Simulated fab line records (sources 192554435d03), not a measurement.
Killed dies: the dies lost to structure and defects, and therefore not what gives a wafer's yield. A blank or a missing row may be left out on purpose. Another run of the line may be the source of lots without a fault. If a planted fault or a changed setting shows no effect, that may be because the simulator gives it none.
Struck lot and sound lot, side by side -- flow n5 finfet -- 40 steps out of a route of 1938
Sound: these wafers, L524.2, L524.5, L524.6. Struck: wafer L510.4 (L510.5, L510.6, from the same lot, were not struck and are left out); the cause is given at the end.
Order at every step that has rows: each side's tool, ch and its chambers, its first start. Under that, the readings that differ: sound wafers -- struck wafers -- difference of the means -- sigmas: that difference in standard deviations of wafers without a fault.
alike: same words and numbers on both sides, and readings whose means sit less than 2 such deviations apart. not compared: any withheld reading, any reading some wafer has no value for, any bound like >300 that may hide the same value, and any number with overlapping values for which the record gives no deviation.
Wherever a step has rows on one side only, a row that says differs or no value, or a row with sigmas, the two part there. Numbers that don't overlap but have no deviation are shown without sigmas and don't part them. Lack of a reading on every wafer of one side parts them only where that side has two or more wafers.

first, 8 steps without rows for these wafers: N5_BEOL_M1_ANNEAL_51 (time 90 s); N5_BEOL_M1_CMP_52 (polishes, stops on SiOC, t overpolish 6.8 s, target thk 40 nm); N5_BEOL_M1_PRE_CLEAN_60 (time 15 s); N5_BEOL_M1_CO_CAP_55 (material Co, precursor CCTBA/H2, target thk 2 nm, time 102.1 s); N5_BEOL_M1_PRE_CLEAN_56 (time 15 s); N5_BEOL_M1_DEP_57 (deposits SiCN from 3MS/NH3, target thk 8 nm, time 14 s); N5_BEOL_M2_ILD_DEP_00 (deposits SiOC from DEMS/O2, target thk 79 nm, time 15.3 s); N5_BEOL_M2_PECVD_72 (deposits SiO2 from TEOS/O2, target thk 16 nm, time 18 s).
N5_BEOL_M2_HM_DEP_02: deposits TiN, target thk 20 nm.
  sound on pvd sputter-02 at day 12 02:50; struck on pvd sputter-02 at day 8 10:30
reading,sound,struck,difference,sigmas
model.TiN_of_BEOL_M2_HM_DEP_02.thk nm (nm),19.6 19.6 19.8,36.8,+17.1,
  alike: chamber pressure pa, throttle valve pct
then, 16 steps without rows for these wafers: N5_BEOL_M2_COAT_61 (time 60 s, resist thk 60 nm); N5_BEOL_M2_COAT_62 (time 60 s, resist thk 12 nm); N5_BEOL_M2_COAT_73 (time 60 s, resist thk 5 nm); N5_BEOL_M2_COAT_05 (resist thk 30 nm); N5_BEOL_M2_EBR_07; N5_BEOL_M2_SOFTBAKE_06 (time 60 s); N5_BEOL_M2_EXPOSE_08 (exposes mask M2); N5_BEOL_M2_PEB_09 (peb time 60 s); N5_BEOL_M2_DEVELOP_10 (develop time 30 s); N5_BEOL_M2_DESCUM_16 (chemistry O2, time 7 s); N5_BEOL_M2_ETCH_74 (etches underlayer in N2/H2, target depth 6.5 nm, time 5.2 s); N5_BEOL_M2_ETCH_63 (etches SiARC in CF4, target depth 15.6 nm, time 26 s); N5_BEOL_M2_ETCH_64 (etches SOC in N2/H2, target depth 75 nm, overetch 22.5 nm, time 121.9 s); N5_BEOL_M2_STRIP_65 (strips in N2/H2); N5_BEOL_M2_STRIP_75 (strips in N2/H2); N5_BEOL_M2_STRIP_66 (strips in CF4).
N5_BEOL_M2_HM_OPEN_17: chemistry Cl2/BCl3, target TiN, target depth 20 nm, overetch 6 nm.
  sound on rie metal-03 ch 0,1, day 12 03:39; struck on rie metal-03 ch 1, day 8 11:22
reading,sound,struck,difference,sigmas
model.etch.depth nm (nm),19.67 19.53 19.86,25.86,+6.17,
  alike: chamber pressure mTorr, drypump motor current A, oes product au, throttle valve pct
  not compared: rf hours counter h
then, 8 steps without rows for these wafers: N5_BEOL_M2_STRIP_19 (strips in O2); N5_BEOL_M2_COAT_67 (time 60 s, resist thk 60 nm); N5_BEOL_M2_COAT_68 (time 60 s, resist thk 12 nm); N5_BEOL_M2_COAT_76 (time 60 s, resist thk 5 nm); N5_BEOL_M2_COAT_22 (resist thk 30 nm); N5_BEOL_M2_EBR_24; N5_BEOL_M2_SOFTBAKE_23 (time 60 s); N5_BEOL_M2_EXPOSE_25 (exposes mask V1, defocus 5 nm).
N5_BEOL_M2_ETCHBACK_99: etches SiO2 in CHF3, target depth 5 nm, time 10.4 s.
  sound on rie diel-02 ch 0,1,3, day 12 18:18; struck on rie diel-02 ch 0, day 8 16:31
reading,sound,struck,difference,sigmas
oes product au (a.u.),0.83 0.89 0.87,0.35,-0.51,-7
  alike: chamber pressure mTorr, drypump motor current A, rf vpp V, showerhead plenum p Torr, throttle valve pct
  not compared: rf hours counter h
N5_BEOL_M2_TRENCH_ETCH_37: etches SiOC in C4F6/O2, target depth 55.555 nm, time 29.2 s.
  sound: rie diel-02 ch 0,1,3; struck: rie diel-02 ch 0
reading,sound,struck,difference,sigmas
model.TiN_of_BEOL_M2_HM_DEP_02.thk nm (nm),17.4 17.2 17.6,34.4,+17.0,
  alike: chamber pressure mTorr, drypump motor current A, oes product au, rf vpp V, showerhead plenum p Torr, throttle valve pct
  not compared: rf hours counter h
N5_BEOL_M2_OCD_MEAS_38:
  sound on ocd-02 at day 12 18:42; struck on ocd-02 at day 8 16:54
  not compared: trench depth nm
N5_BEOL_M2_CD_MEAS_35: target cd 18 nm, target cd y 22.2 nm.
  sound on cd sem-03 at day 12 18:52; struck on cd sem-02 at day 8 17:03
  not compared: cd nm
N5_BEOL_M4_RC_MEAS_101:
  the record has rows for the sound wafers here (prober-01 ch 0, day 14 12:11) and none for the struck ones
-- the record jumps here: 6 days lie between the struck wafers' starts before and after (it left off in module BEOL_M4 and takes up again in module PASSIVATION, whose first step shown is number 1936 of the route) --
N5_PASSIVATION_PROBE_49:
  record: rows for the struck wafers here (prober-02, day 14 11:10), none for the sound ones

## WHERE THEY PART
Last at N5_PASSIVATION_PROBE_49 as far as this record goes, first at N5_BEOL_M2_ETCHBACK_99.

WHY: the cause the simulator had injected
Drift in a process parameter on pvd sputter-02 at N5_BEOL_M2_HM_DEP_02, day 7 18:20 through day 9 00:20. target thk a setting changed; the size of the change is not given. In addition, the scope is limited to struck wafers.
